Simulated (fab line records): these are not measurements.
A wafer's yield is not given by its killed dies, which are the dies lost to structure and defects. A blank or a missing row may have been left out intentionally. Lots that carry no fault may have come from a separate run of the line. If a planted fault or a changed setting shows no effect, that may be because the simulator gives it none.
fab line records    flow nand-harc
[record] lots = 13  wafers = 39  last-day = 32
route steps=1302 shown A_BONDPAD@1204 END@1302
lots with no fault: from the same line, run without faults
start-h: start of the lot's first displayed wafer, in hours after the record's first day    wait-h: hours elapsed since this lot's preceding step    " unchanged from the row above    L1.1+2: several wafers, shown together as one row    - no value present, or no start provided    * or withheld: withheld    < > ~ a bound
route shown NAME@n: a module of which the file shows steps, and the number in the route of the first    usual: average and standard deviation across the fault-free wafers    same: alike in all rows    chamber/n: place in a boat    sites: the reading at each site    _std_site: the values' standard deviation    _edge_site: outer sites' mean less inner sites'    radius-mm: how far each site lies from the wafer's centre    mask NAME#n: copy n    behind: tool/chamber where the wafer was last shaped    hold: why the lot went on hold/how many hours it stayed there/how the hold came to an end    device: the transistor (n, p or np) that didn't switch    end of line: tests run on the same wafers once the route is complete    a step without rows: its recipe alone    killed: at the first sort, the dies lost to defects and structure; wafer yield is something else    map: the dies of a wafer, with x for killed, . for not killed, _ for no die there
set.NAME: the setting that was run; set.NAME@STEP: the one run at that earlier step    model.NAME: the simulator's own value behind a step, which no gauge read
a sample of lots followed through the steps of the route, with each step as a table and each wafer as a row
services: when a tool's chamber went out of use (start-h, in hours from the record's first day, below 0 if earlier), for how many hours, and the reason
[[steps]]
[step NHARC_A_BONDPAD_THK_MEAS_30]
[recipe] thk-meas-gauge = ellipsometry
[usual] thk-nm = 200.4/1.5
lot.wafer  tool           chamber  start-h  wait-h  thk-nm
L930.1     film-metro-01  -        544.61   0.2     202.8
L930.5     "              -        "        "       198.3
L930.6     "              -        "        "       201.2
L932.2     film-metro-02  -        592.36   0.2     199.0
L932.4     "              -        "        "       201.5
L932.5     "              -        "        "       199.4
L933.2     film-metro-02  -        597.54   0.1     202.7
L933.4     "              -        "        "       196.2
L933.5     "              -        "        "       200.2
L934.3     film-metro-02  -        601.58   0.2     203.5
L934.4     "              -        "        "       201.1
L934.6     "              -        "        "       200.6
L935.4     film-metro-01  -        608.08   0.2     198.8
L935.5     "              -        "        "       199.0
L935.6     "              -        "        "       199.3
L938.2     film-metro-02  -        630.78   0.2     195.9
L938.3     "              -        "        "       203.0
L938.4     "              -        "        "       200.7
L937.1     film-metro-01  -        635.56   0.2     199.0
L937.2     "              -        "        "       198.7
L937.6     "              -        "        "       198.4
L940.1     film-metro-02  -        642.94   0.2     199.0
L940.2     "              -        "        "       201.1
L940.5     "              -        "        "       198.5
L941.1     film-metro-02  -        662.46   0.2     199.5
L941.2     "              -        "        "       200.2
L941.3     "              -        "        "       199.9
L942.1     film-metro-01  -        678.76   0.2     199.6
L942.3     "              -        "        "       201.4
L942.4     "              -        "        "       201.0
L943.1     film-metro-02  -        684.30   0.2     202.1
L943.2     "              -        "        "       201.0
L943.3     "              -        "        "       201.3
L946.1     film-metro-01  -        718.86   0.2     201.8
L946.2     "              -        "        "       198.2
L946.4     "              -        "        "       200.0
L947.1     film-metro-02  -        732.15   0.2     200.6
L947.3     "              -        "        "       200.9
L947.5     "              -        "        "       199.2
[step NHARC_A_BONDPAD_OVL_MEAS_35]
[usual] overlay-x-nm = 0/5.3  overlay-y-nm = 0/4.9
lot.wafer  tool        chamber  start-h  wait-h  overlay-x-nm  overlay-y-nm
L930.1     overlay-01  -        545.27   -       1             -9
L930.5     "           -        "        "       0             -8
L930.6     "           -        "        "       1             -8
L932.2     overlay-01  -        592.90   -       2             7
L932.4     "           -        "        "       2             7
L932.5     "           -        "        "       2             7
L933.2     overlay-02  -        598.19   -       3             -1
L933.4     "           -        "        "       3             -2
L933.5     "           -        "        "       3             -1
L934.3     overlay-02  -        602.24   -       -5            4
L934.4     "           -        "        "       -4            3
L934.6     "           -        "        "       -4            4
L935.4     overlay-01  -        608.64   -       8             1
L935.5     "           -        "        "       7             1
L935.6     "           -        "        "       7             1
L938.2     overlay-01  -        631.44   -       0             1
L938.3     "           -        "        "       0             1
L938.4     "           -        "        "       0             1
L937.1     overlay-02  -        636.09   -       2             -11
L937.2     "           -        "        "       3             -11
L937.6     "           -        "        "       2             -11
L940.1     overlay-01  -        643.59   -       1             0
L940.2     "           -        "        "       1             0
L940.5     "           -        "        "       1             -1
L941.1     overlay-02  -        662.98   -       8             -9
L941.2     "           -        "        "       9             -10
L941.3     "           -        "        "       8             -9
L942.1     overlay-02  -        679.42   -       -7            1
L942.3     "           -        "        "       -7            1
L942.4     "           -        "        "       -7            1
L943.1     overlay-02  -        684.95   -       -3            2
L943.2     "           -        "        "       -3            3
L943.3     "           -        "        "       -4            2
L946.1     overlay-01  -        719.52   -       -2            2
L946.2     "           -        "        "       -2            2
L946.4     "           -        "        "       -2            2
L947.1     overlay-02  -        732.80   -       -14           -2
L947.3     "           -        "        "       -14           -2
L947.5     "           -        "        "       -14           -2
[step NHARC_A_BONDPAD_ETCH_12]
[recipe] target-depth-a = 2200  time-s = 110  chf3-flow-sccm = 50  o2-flow-sccm = 10  ar-flow-sccm = 200  rf-w = 500  bias-w = 200  chemistry = CHF3/O2
[usual] drypump-motor-current-A = 5.7/0.42  o2-flow-sccm = 9.998/0.028  oes-product-au = 0.947/0.024  rf-fwd-power-W = 497.2/1.7  rf-vpp-V = 370.5/2.8  showerhead-plenum-p-Torr = 2.40/0.12  throttle-valve-pct = 20.572/0.009
[same] time-s = 110
lot.wafer  tool         chamber  start-h  wait-h  drypump-motor-current-A  o2-flow-sccm  oes-product-au  rf-fwd-power-W  rf-hours-counter-h  rf-vpp-V  showerhead-plenum-p-Torr  throttle-valve-pct
L930.1     rie-diel-13  2        545.59   -       6.2                      9.964         0.979           497.2           1                   372.1     2.50                      20.563
L930.5     "            0        "        "       5.8                      10.019        0.959           495.3           -                   368.8     2.30                      20.577
L930.6     "            1        "        "       5.2                      10.001        0.970           499.0           -                   374.5     2.54                      20.577
L932.4     rie-diel-13  2        593.22   -       6.2                      10.000        0.937           498.1           2                   374.6     2.50                      20.571
L932.2     "            3        "        "       6.2                      9.995         0.934           499.7           2                   368.5     2.30                      20.580
L932.5     "            1        "        "       5.2                      10.037        0.937           497.7           -                   374.2     2.54                      20.580
L933.2     rie-diel-02  2        598.53   -       4.8                      9.981         0.921           498.0           4                   370.4     2.33                      20.563
L933.4     "            2        "        "       4.8                      9.970         0.918           496.3           -                   368.9     2.33                      20.574
L933.5     "            1        "        "       6.0                      9.965         0.912           497.2           -                   366.9     2.25                      20.575
L934.4     rie-diel-13  0        602.54   -       5.8                      9.989         0.931           497.2           3                   368.7     2.30                      20.582
L934.3     "            1        "        "       5.2                      10.019        0.932           496.7           3                   374.6     2.54                      20.571
L934.6     "            1        "        "       5.2                      10.001        0.932           498.0           -                   374.1     2.53                      20.586
L935.4     rie-diel-13  0        608.95   -       5.8                      10.033        0.957           495.6           3                   368.1     2.30                      20.559
L935.5     "            3        "        "       6.1                      9.992         0.970           495.3           -                   367.1     2.30                      20.577
L935.6     "            0        "        "       5.8                      9.983         0.959           496.4           -                   367.3     2.30                      20.563
L938.4     rie-diel-13  0        631.74   -       5.8                      10.034        0.965           496.9           4                   367.9     2.30                      20.582
L938.2     "            1        "        "       5.2                      9.978         0.976           500.5           4                   372.4     2.53                      20.574
L938.3     "            3        "        "       6.1                      9.940         0.959           493.4           3                   367.2     2.30                      20.570
L937.1     rie-diel-13  1        636.39   -       5.2                      9.983         0.966           497.5           4                   374.6     2.53                      20.565
L937.2     "            2        "        "       6.2                      9.989         0.972           496.3           4                   372.8     2.50                      20.563
L937.6     "            1        "        "       5.2                      9.950         0.958           497.0           -                   373.7     2.53                      20.583
L940.1     rie-diel-13  2        643.89   -       6.2                      9.972         0.934           499.7           4                   372.1     2.50                      20.592
L940.2     "            0        "        "       5.8                      10.000        0.921           497.2           4                   368.2     2.30                      20.556
L940.5     "            2        "        "       6.2                      9.991         0.929           498.1           -                   372.7     2.50                      20.578
L941.2     rie-diel-13  0        663.29   -       5.8                      10.038        0.929           495.3           5                   367.4     2.30                      20.565
L941.1     "            1        "        "       5.2                      9.988         0.930           497.5           5                   373.0     2.53                      20.565
L941.3     "            2        "        "       6.2                      10.020        0.934           496.2           4                   373.1     2.50                      20.564
L942.3     rie-diel-13  2        679.73   -       6.2                      9.989         0.971           497.8           5                   370.3     2.50                      20.574
L942.4     "            3        "        "       6.1                      10.026        0.972           499.2           5                   368.8     2.30                      20.567
L942.1     "            0        "        "       5.8                      10.008        0.961           495.1           5                   369.5     2.30                      20.593
L943.1     rie-diel-13  0        685.25   -       5.8                      10.025        0.964           497.5           5                   368.5     2.30                      20.575
L943.2     "            2        "        "       6.2                      10.041        0.979           496.6           5                   373.8     2.50                      20.579
L943.3     "            3        "        "       6.1                      10.006        0.956           499.9           5                   366.8     2.30                      20.568
L946.2     rie-diel-13  0        719.83   -       5.8                      9.974         1.206           696.6           1                   368.4     2.30                      20.574
L946.1     "            1        "        "       5.2                      9.991         1.215           698.3           1                   373.5     2.53                      20.566
L946.4     "            2        "        "       6.2                      9.963         1.210           699.4           1                   373.0     2.50                      20.583
L947.3     rie-diel-13  1        733.11   -       5.2                      10.006        1.159           698.4           1                   372.4     2.53                      20.587
L947.1     "            3        "        "       6.1                      9.976         1.176           694.4           1                   369.0     2.30                      20.570
L947.5     "            1        "        "       5.2                      10.010        1.153           697.2           -                   372.9     2.53                      20.574
[step NHARC_A_BONDPAD_PRE_CLEAN_26]
[recipe] time-s = 30  temp-c = 280  gas = H2/He
[usual] heater-power-w = 395/26
[same] time-s = 30
lot.wafer  tool            chamber  start-h  wait-h  heater-power-w
L930.1     pvd-sputter-02  -        -        -       395
L930.5     "               -        "        "       377
L930.6     "               -        "        "       354
L932.4     pvd-sputter-02  -        -        -       414
L932.2     "               -        "        "       383
L932.5     "               -        "        "       346
L933.2     pvd-sputter-02  -        -        -       390
L933.4     "               -        "        "       409
L933.5     "               -        "        "       376
L934.3     pvd-sputter-03  -        -        -       392
L934.4     "               -        "        "       403
L934.6     "               -        "        "       395
L935.4     pvd-sputter-01  -        -        -       401
L935.5     "               -        "        "       401
L935.6     "               -        "        "       398
L938.2     pvd-sputter-02  -        -        -       380
L938.3     "               -        "        "       348
L938.4     "               -        "        "       403
L937.2     pvd-sputter-03  -        -        -       401
L937.1     "               -        "        "       400
L937.6     "               -        "        "       405
L940.1     pvd-sputter-03  -        -        -       392
L940.2     "               -        "        "       403
L940.5     "               -        "        "       400
L941.2     pvd-sputter-02  -        -        -       397
L941.1     "               -        "        "       368
L941.3     "               -        "        "       353
L942.1     pvd-sputter-02  -        -        -       352
L942.4     "               -        "        "       402
L942.3     "               -        "        "       358
L943.2     pvd-sputter-03  -        -        -       390
L943.1     "               -        "        "       386
L943.3     "               -        "        "       402
L946.1     pvd-sputter-01  -        -        -       453
L946.2     "               -        "        "       394
L946.4     "               -        "        "       416
L947.1     pvd-sputter-03  -        -        -       370
L947.3     "               -        "        "       410
L947.5     "               -        "        "       440
[step NHARC_END_SORT_01]
[recipe] temp-c = 25
[usual] defect-limited-yield = 91/3.1  killed-at-array = 59/21  killed-at-other = 1.0/1.1  killed-at-periphery = 4.0/2.6  killed-dies = 64/21  killed-open = 3.2/1.7  killed-short = 2.5/1.5
[same] gross-dies = 677
lot.wafer  tool       chamber  start-h  wait-h  defect-limited-yield[%]  killed-at-array  killed-at-other  killed-at-periphery  killed-dies  killed-open  killed-short
L930.1     prober-01  0        593.59   2.5     97                       18               2                2                    22           4            3
L930.5     prober-01  0        596.84   3.7     96                       23               2                1                    26           3            3
L930.6     prober-01  0        597.65   4.1     97                       14               0                5                    19           3            1
L932.2     prober-02  0        624.03   2.8     95                       22               0                9                    31           4            3
L932.4     prober-02  0        625.62   3.4     96                       21               0                5                    26           4            3
L932.5     prober-02  0        626.41   3.7     95                       36               0                1                    37           1            5
L933.2     prober-01  0        630.15   2.8     92                       55               0                1                    56           5            2
L933.4     prober-01  0        631.74   3.4     92                       53               1                2                    56           4            0
L933.5     prober-01  0        632.53   3.7     92                       51               0                4                    55           1            3
L934.3     prober-01  0        638.70   3.1     91                       58               0                3                    61           5            1
L934.4     prober-01  0        639.51   3.4     91                       62               0                2                    64           2            2
L934.6     prober-01  0        641.11   4.0     92                       50               0                6                    56           3            3
L935.4     prober-02  0        642.45   3.4     88                       80               0                3                    83           3            2
L935.5     prober-02  0        643.23   3.7     90                       68               1                1                    70           3            2
L935.6     prober-02  0        644.02   3.9     90                       65               0                1                    66           1            0
L937.1     prober-02  0        663.34   2.5     91                       51               2                8                    61           5            1
L937.2     prober-02  0        664.15   2.8     92                       48               1                4                    53           0            4
L937.6     prober-02  0        667.38   4.0     91                       47               1                13                   61           5            1
L938.2     prober-01  0        664.15   2.8     87                       86               0                3                    89           3            4
L938.3     prober-01  0        664.95   3.1     85                       98               1                1                    100          0            6
L938.4     prober-01  0        665.75   3.4     86                       93               0                1                    94           0            4
L940.1     prober-02  0        673.42   2.5     88                       80               1                3                    84           3            3
L940.2     prober-02  0        674.22   2.8     88                       75               2                2                    79           1            2
L940.5     prober-02  0        676.64   3.7     87                       85               1                3                    89           2            1
L941.1     prober-01  0        694.75   2.5     87                       79               0                9                    88           1            4
L941.2     prober-01  0        695.56   2.8     84                       99               2                7                    108          1            2
L941.3     prober-01  0        696.37   3.1     86                       87               2                3                    92           2            2
L942.1     prober-01  0        712.86   2.5     91                       58               1                1                    60           5            2
L942.3     prober-01  0        714.48   3.1     91                       55               0                4                    59           3            3
L942.4     prober-01  0        715.29   3.4     91                       59               2                3                    64           6            1
L943.1     prober-02  0        713.55   2.5     90                       68               0                2                    70           2            3
L943.2     prober-02  0        714.36   2.8     89                       71               3                3                    77           4            4
L943.3     prober-02  0        715.17   3.1     89                       66               5                6                    77           4            3
L946.1     prober-01  0        752.22   2.5     90                       59               1                5                    65           6            2
L946.2     prober-01  0        753.00   2.7     90                       59               1                6                    66           4            1
L946.4     prober-01  0        754.57   3.3     91                       57               0                3                    60           5            6
L947.1     prober-02  0        764.97   2.5     90                       63               0                4                    67           4            5
L947.3     prober-02  0        766.56   3.1     91                       62               0                0                    62           1            1
L947.5     prober-02  0        768.15   3.7     91                       56               2                4                    62           5            5
// killed by level:class
L930.1 A_CHANNEL_HOLE_D2:chamber-film-flake=6 A_CHANNEL_HOLE_D1:chamber-film-flake=4 A_CHANNEL_HOLE_D2:geometric-particle:open=2 THIN_TSV:chamber-film-flake=2 P_M0:geometric-particle:short=1 A_CHANNEL_FILL_D1:geometric-particle:open=1 A_ONON_D2:geometric-particle:short=1 A_CONTACT:geometric-particle:short=1
L930.5 A_CHANNEL_HOLE_D2:chamber-film-flake=9 A_CHANNEL_HOLE_D1:chamber-film-flake=4 A_ONON_D2:geometric-particle:short=2 A_CONTACT:chamber-film-flake=2 THIN_TSV:chamber-film-flake=2 A_ONON_D1:geometric-particle:open=1 A_CHANNEL_FILL_D1:geometric-particle:open=1 A_DECK1_JOINT:geometric-particle:short=1
L930.6 A_CHANNEL_HOLE_D2:chamber-film-flake=8 P_STI:chamber-film-flake=3 A_CONTACT:chamber-film-flake=2 P_M0:geometric-particle:open=1 A_ONON_D1:geometric-particle:short=1 A_ONON_D1:geometric-particle:open=1 A_BLC:geometric-particle:open=1 P_GATE:chamber-film-flake=1
L932.2 A_CHANNEL_HOLE_D2:chamber-film-flake=11 P_GATE:chamber-film-flake=4 A_WL_FILL:geometric-particle:short=2 P_ZERO_WELL:chamber-film-flake=2 A_CONTACT:chamber-film-flake=2 P_CONTACT:geometric-particle:open=1 P_M0:geometric-particle:short=1 P_M0:geometric-particle:open=1
L932.4 A_CHANNEL_HOLE_D2:chamber-film-flake=8 A_CONTACT:chamber-film-flake=5 P_M0:geometric-particle:open=2 A_CONTACT:geometric-particle:open=2 A_ONON_D2:geometric-particle:short=1 A_CHANNEL_HOLE_D2:geometric-particle:short=1 A_WL_FILL:geometric-particle:short=1 P_ZERO_WELL:chamber-film-flake=1
L932.5 A_CHANNEL_HOLE_D2:chamber-film-flake=8 A_CONTACT:chamber-film-flake=7 A_CHANNEL_HOLE_D1:chamber-film-flake=5 A_ZERO_WELL:chamber-film-flake=3 A_WL_FILL:chamber-film-flake=3 A_STAIRCASE:chamber-film-flake=2 A_SLIT:chamber-film-flake=2 A_DECK1_JOINT:geometric-particle:short=1
L933.2 A_SLIT:chamber-film-flake=23 A_CHANNEL_HOLE_D2:chamber-film-flake=12 A_CONTACT:chamber-film-flake=7 A_STAIRCASE:chamber-film-flake=3 A_ONON_D1:geometric-particle:open=2 A_CHANNEL_HOLE_D1:chamber-film-flake=2 A_CHANNEL_HOLE_D1:geometric-particle:short=1 A_DECK1_JOINT:geometric-particle:short=1
L933.4 A_SLIT:chamber-film-flake=25 A_CHANNEL_HOLE_D2:chamber-film-flake=9 A_CONTACT:chamber-film-flake=5 A_M1:chamber-film-flake=4 A_CHANNEL_HOLE_D1:chamber-film-flake=3 A_M1:geometric-particle:open=2 A_STAIRCASE:chamber-film-flake=2 P_M1:geometric-particle:open=1
L933.5 A_SLIT:chamber-film-flake=22 A_CHANNEL_HOLE_D2:chamber-film-flake=8 A_CONTACT:chamber-film-flake=7 A_CHANNEL_HOLE_D1:chamber-film-flake=4 P_GATE:chamber-film-flake=3 A_STAIRCASE:chamber-film-flake=2 A_M1:chamber-film-flake=2 A_ONON_D1:geometric-particle:short=1
L934.3 A_CHANNEL_HOLE_D1:chamber-film-flake=23 A_CHANNEL_HOLE_D2:chamber-film-flake=19 A_STAIRCASE:chamber-film-flake=3 P_ZERO_WELL:chamber-film-flake=2 A_ZERO_WELL:chamber-film-flake=2 A_WL_FILL:chamber-film-flake=2 P_M2:geometric-particle:open=1 A_SOURCE_PLATE:geometric-particle:open=1
L934.4 A_CHANNEL_HOLE_D2:chamber-film-flake=27 A_CHANNEL_HOLE_D1:chamber-film-flake=21 A_WL_FILL:chamber-film-flake=3 A_CHANNEL_FILL_D2:geometric-particle:short=2 P_ZERO_WELL:chamber-film-flake=2 A_STAIRCASE:chamber-film-flake=2 A_ONON_D2:geometric-particle:open=1 A_M0:geometric-particle:open=1
L934.6 A_CHANNEL_HOLE_D2:chamber-film-flake=19 A_CHANNEL_HOLE_D1:chamber-film-flake=18 P_CONTACT:chamber-film-flake=4 A_WL_FILL:chamber-film-flake=3 A_STAIRCASE:chamber-film-flake=2 A_ONON_D1:geometric-particle:short=1 A_CHANNEL_FILL_D1:geometric-particle:short=1 A_DECK1_JOINT:geometric-particle:short=1
L935.4 A_SLIT:chamber-film-flake=33 A_CHANNEL_HOLE_D2:chamber-film-flake=32 A_CHANNEL_HOLE_D1:chamber-film-flake=6 A_WL_FILL:chamber-film-flake=2 P_CONTACT:geometric-particle:open=1 A_ONON_D1:geometric-particle:short=1 A_ONON_D2:geometric-particle:open=1 A_CHANNEL_FILL_D2:geometric-particle:open=1
L935.5 A_CHANNEL_HOLE_D2:chamber-film-flake=30 A_SLIT:chamber-film-flake=28 A_STAIRCASE:chamber-film-flake=4 A_ONON_D1:geometric-particle:open=1 A_CHANNEL_FILL_D1:geometric-particle:open=1 A_ONON_D2:geometric-particle:short=1 A_CHANNEL_FILL_D2:geometric-particle:short=1 STARTING-WAFER:geometric-particle:open=1
L935.6 A_CHANNEL_HOLE_D2:chamber-film-flake=30 A_SLIT:chamber-film-flake=26 A_STAIRCASE:chamber-film-flake=4 A_CHANNEL_HOLE_D1:chamber-film-flake=3 P_M0:geometric-particle:open=1 A_ZERO_WELL:chamber-film-flake=1 A_CONTACT:chamber-film-flake=1
L937.1 A_CHANNEL_HOLE_D1:chamber-film-flake=35 A_STAIRCASE:chamber-film-flake=6 P_GATE:chamber-film-flake=5 A_SLIT:chamber-film-flake=4 P_M1:geometric-particle:open=2 THIN_TSV:chamber-film-flake=2 A_ONON_D1:geometric-particle:open=1 A_WL_FILL:geometric-particle:open=1
L938.2 A_CHANNEL_HOLE_D1:chamber-film-flake=34 A_SLIT:chamber-film-flake=30 A_CHANNEL_HOLE_D2:chamber-film-flake=6 A_CONTACT:chamber-film-flake=5 A_WL_FILL:chamber-film-flake=3 A_ONON_D2:geometric-particle:short=2 A_STAIRCASE:chamber-film-flake=2 P_CONTACT:geometric-particle:short=1
L937.2 A_CHANNEL_HOLE_D1:chamber-film-flake=35 A_CONTACT:chamber-film-flake=3 P_GATE:chamber-film-flake=2 A_CHANNEL_FILL_D1:chamber-film-flake=2 A_CHANNEL_FILL_D2:chamber-film-flake=2 P_M0:geometric-particle:short=1 A_ONON_D1:geometric-particle:short=1 A_CHANNEL_FILL_D1:geometric-particle:short=1
L938.3 A_CHANNEL_HOLE_D1:chamber-film-flake=40 A_SLIT:chamber-film-flake=28 A_CHANNEL_HOLE_D2:chamber-film-flake=14 A_CONTACT:chamber-film-flake=6 A_ONON_D2:geometric-particle:short=1 A_CHANNEL_FILL_D2:geometric-particle:short=1 A_STAIRCASE:geometric-particle:short=1 A_WL_FILL:geometric-particle:short=1
L938.4 A_SLIT:chamber-film-flake=36 A_CHANNEL_HOLE_D1:chamber-film-flake=29 A_CHANNEL_HOLE_D2:chamber-film-flake=13 A_CONTACT:chamber-film-flake=6 A_WL_FILL:geometric-particle:short=2 A_CHANNEL_FILL_D1:chamber-film-flake=2 A_ONON_D1:geometric-particle:short=1 A_CHANNEL_FILL_D1:geometric-particle:short=1
L937.6 A_CHANNEL_HOLE_D1:chamber-film-flake=32 P_GATE:chamber-film-flake=8 P_M0:geometric-particle:open=3 A_DECK1_JOINT:chamber-film-flake=2 A_STAIRCASE:chamber-film-flake=2 A_SLIT:chamber-film-flake=2 A_CONTACT:chamber-film-flake=2 A_CHANNEL_HOLE_D1:geometric-particle:open=1
L940.1 A_CHANNEL_HOLE_D1:chamber-film-flake=34 A_SLIT:chamber-film-flake=26 A_CHANNEL_HOLE_D2:chamber-film-flake=14 P_CONTACT:geometric-particle:open=1 A_SOURCE_PLATE:geometric-particle:open=1 A_ONON_D1:geometric-particle:short=1 A_ONON_D2:geometric-particle:open=1 A_CHANNEL_FILL_D2:geometric-particle:short=1
L940.2 A_CHANNEL_HOLE_D1:chamber-film-flake=32 A_SLIT:chamber-film-flake=26 A_CHANNEL_HOLE_D2:chamber-film-flake=13 THIN_TSV:chamber-film-flake=2 A_CONTACT:chamber-film-flake=2 P_GATE:geometric-particle:short=1 A_DECK1_JOINT:geometric-particle:short=1 A_ONON_D2:geometric-particle:open=1
L940.5 A_SLIT:chamber-film-flake=36 A_CHANNEL_HOLE_D1:chamber-film-flake=30 A_CHANNEL_HOLE_D2:chamber-film-flake=15 P_GATE:geometric-particle:open=1 A_CHANNEL_FILL_D1:geometric-particle:open=1 A_CHANNEL_FILL_D2:geometric-particle:short=1 P_ZERO_WELL:chamber-film-flake=1 P_GATE:chamber-film-flake=1
L941.1 A_SLIT:chamber-film-flake=31 A_CHANNEL_HOLE_D1:chamber-film-flake=29 A_SGD_CUT:chamber-film-flake=8 A_CONTACT:chamber-film-flake=4 P_ZERO_WELL:chamber-film-flake=3 P_M2:chamber-film-flake=3 A_STAIRCASE:chamber-film-flake=2 P_STI:geometric-particle:short=1
L941.2 A_CHANNEL_HOLE_D1:chamber-film-flake=41 A_SLIT:chamber-film-flake=40 A_CONTACT:chamber-film-flake=9 A_SGD_CUT:chamber-film-flake=5 P_ZERO_WELL:chamber-film-flake=4 P_M2:chamber-film-flake=2 THIN_TSV:chamber-film-flake=2 P_M0:geometric-particle:short=1
L941.3 A_CHANNEL_HOLE_D1:chamber-film-flake=37 A_SLIT:chamber-film-flake=33 A_SGD_CUT:chamber-film-flake=5 A_DECK1_JOINT:chamber-film-flake=4 A_CONTACT:chamber-film-flake=3 P_BONDPAD:chamber-film-flake=2 A_WL_FILL:chamber-film-flake=2 A_CHANNEL_HOLE_D1:geometric-particle:short=1
L942.1 A_CHANNEL_HOLE_D1:chamber-film-flake=26 A_CHANNEL_HOLE_D2:chamber-film-flake=7 A_CONTACT:chamber-film-flake=6 A_CHANNEL_FILL_D1:chamber-film-flake=3 A_SLIT:chamber-film-flake=2 A_DECK1_JOINT:chamber-film-flake=2 A_WL_FILL:chamber-film-flake=2 A_SOURCE_PLATE:geometric-particle:short=1
L943.1 A_SLIT:chamber-film-flake=30 A_CHANNEL_HOLE_D2:chamber-film-flake=11 A_CHANNEL_HOLE_D1:chamber-film-flake=10 A_STAIRCASE:chamber-film-flake=8 A_BLC:chamber-film-flake=2 P_CONTACT:geometric-particle:open=1 P_M2:geometric-particle:open=1 A_ONON_D1:geometric-particle:short=1
L943.2 A_SLIT:chamber-film-flake=32 A_CHANNEL_HOLE_D2:chamber-film-flake=12 A_STAIRCASE:chamber-film-flake=7 A_CHANNEL_HOLE_D1:chamber-film-flake=6 A_CONTACT:chamber-film-flake=4 A_CHANNEL_FILL_D2:geometric-particle:open=2 P_STI:chamber-film-flake=2 A_CHANNEL_FILL_D1:chamber-film-flake=2
L942.3 A_CHANNEL_HOLE_D1:chamber-film-flake=31 A_CONTACT:chamber-film-flake=4 A_SLIT:chamber-film-flake=3 P_ZERO_WELL:chamber-film-flake=2 A_CHANNEL_HOLE_D2:chamber-film-flake=2 A_CHANNEL_FILL_D1:chamber-film-flake=2 A_CHANNEL_FILL_D2:chamber-film-flake=2 A_STAIRCASE:chamber-film-flake=2
L943.3 A_SLIT:chamber-film-flake=31 A_CHANNEL_HOLE_D2:chamber-film-flake=17 A_CHANNEL_HOLE_D1:chamber-film-flake=5 A_CHANNEL_FILL_D1:chamber-film-flake=5 THIN_TSV:chamber-film-flake=5 P_CONTACT:geometric-particle:open=2 A_STAIRCASE:chamber-film-flake=2 P_GATE:geometric-particle:short=1
L942.4 A_CHANNEL_HOLE_D1:chamber-film-flake=30 A_CHANNEL_HOLE_D2:chamber-film-flake=6 A_CONTACT:chamber-film-flake=6 A_SLIT:chamber-film-flake=3 A_STAIRCASE:chamber-film-flake=3 A_CHANNEL_FILL_D2:chamber-film-flake=2 A_WL_FILL:chamber-film-flake=2 THIN_TSV:chamber-film-flake=2
L946.1 A_CHANNEL_HOLE_D2:chamber-film-flake=23 A_CHANNEL_HOLE_D1:chamber-film-flake=15 A_CONTACT:chamber-film-flake=6 A_SLIT:chamber-film-flake=4 A_CHANNEL_FILL_D1:geometric-particle:open=2 P_STI:chamber-film-flake=2 A_WL_FILL:chamber-film-flake=2 P_CONTACT:geometric-particle:open=1
L946.2 A_CHANNEL_HOLE_D2:chamber-film-flake=25 A_CHANNEL_HOLE_D1:chamber-film-flake=18 A_SLIT:chamber-film-flake=7 A_CONTACT:chamber-film-flake=5 P_M1:chamber-film-flake=3 P_GATE:geometric-particle:open=1 P_CONTACT:geometric-particle:open=1 A_ONON_D2:geometric-particle:open=1
L946.4 A_CHANNEL_HOLE_D2:chamber-film-flake=22 A_CHANNEL_HOLE_D1:chamber-film-flake=11 A_SLIT:chamber-film-flake=6 A_CONTACT:chamber-film-flake=3 A_M0:geometric-particle:open=2 P_M1:chamber-film-flake=2 A_STAIRCASE:chamber-film-flake=2 P_M0:geometric-particle:open=1
L947.1 A_CHANNEL_HOLE_D2:chamber-film-flake=27 A_CHANNEL_HOLE_D1:chamber-film-flake=11 A_CONTACT:chamber-film-flake=6 A_SLIT:chamber-film-flake=5 A_STAIRCASE:chamber-film-flake=3 P_M0:geometric-particle:short=1 P_M2:geometric-particle:open=1 A_CHANNEL_HOLE_D1:geometric-particle:short=1
L947.3 A_CHANNEL_HOLE_D2:chamber-film-flake=30 A_CHANNEL_HOLE_D1:chamber-film-flake=12 A_CONTACT:chamber-film-flake=7 A_SLIT:chamber-film-flake=5 A_STAIRCASE:chamber-film-flake=3 A_CHANNEL_FILL_D1:chamber-film-flake=2 A_CHANNEL_HOLE_D1:geometric-particle:short=1 A_BLC:geometric-particle:open=1
L947.5 A_CHANNEL_HOLE_D2:chamber-film-flake=20 A_CONTACT:chamber-film-flake=9 A_CHANNEL_HOLE_D1:chamber-film-flake=8 A_SLIT:chamber-film-flake=7 THIN_TSV:chamber-film-flake=2 P_GATE:geometric-particle:open=1 P_GATE:geometric-particle:short=1 A_SOURCE_PLATE:geometric-particle:short=1
[[services]]
tool            chamber  start-h  hours  kind
pvd-sputter-03  -        526.11   10.0   pm
rie-diel-13     0        528.01   -      clean
rie-diel-13     1        528.01   -      clean
rie-diel-13     2        528.01   -      clean
rie-diel-13     3        528.01   -      clean
rie-diel-02     1        529.22   12.6   repair
pvd-sputter-01  -        534.72   7.0    repair
rie-diel-13     1        539.78   3.1    repair
pvd-sputter-02  -        540.21   4.8    repair
rie-diel-13     0        552.51   -      clean
rie-diel-13     1        552.51   -      clean
rie-diel-13     2        552.51   -      clean
rie-diel-13     3        552.51   -      clean
rie-diel-02     -        571.09   9.0    pm
pvd-sputter-01  -        582.01   10.0   pm
rie-diel-02     0        590.84   10.3   repair
rie-diel-02     2        600.13   4.2    repair
rie-diel-02     0        611.89   2.5    repair
pvd-sputter-01  -        614.95   0.8    repair
pvd-sputter-02  -        638.04   10.0   pm
rie-diel-13     1        669.50   8.3    repair
rie-diel-02     0        688.10   9.9    repair
rie-diel-13     -        696.01   9.0    pm
pvd-sputter-03  -        704.11   10.0   pm
[[key]]
[first-sign] step = NHARC_A_BONDPAD_ETCH_12  reading = rf-fwd-power-W  direction = up  sigmas = 99+  usual = *  struck = *
[effect] step = NHARC_A_BONDPAD_ETCH_12  reading = oes-product-au  direction = up  sigmas = 10  usual = 0.947  struck = 1.187
met-at NHARC_A_BONDPAD_ETCH_12
struck-lots L946,L947
not-acting-at NHARC_A_BONDPAD_THK_MEAS_30,NHARC_A_BONDPAD_OVL_MEAS_35,NHARC_A_BONDPAD_PRE_CLEAN_26
onset-between 685.25 719.83
[fault] kind = process-parameter-drift  tool = rie-diel-13  chamber = -  onset-h = 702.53  steps = NHARC_A_BONDPAD_ETCH_12  channel = rf-w  offset = *  shape = step  end-h = 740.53  acts-in = *  stated = *
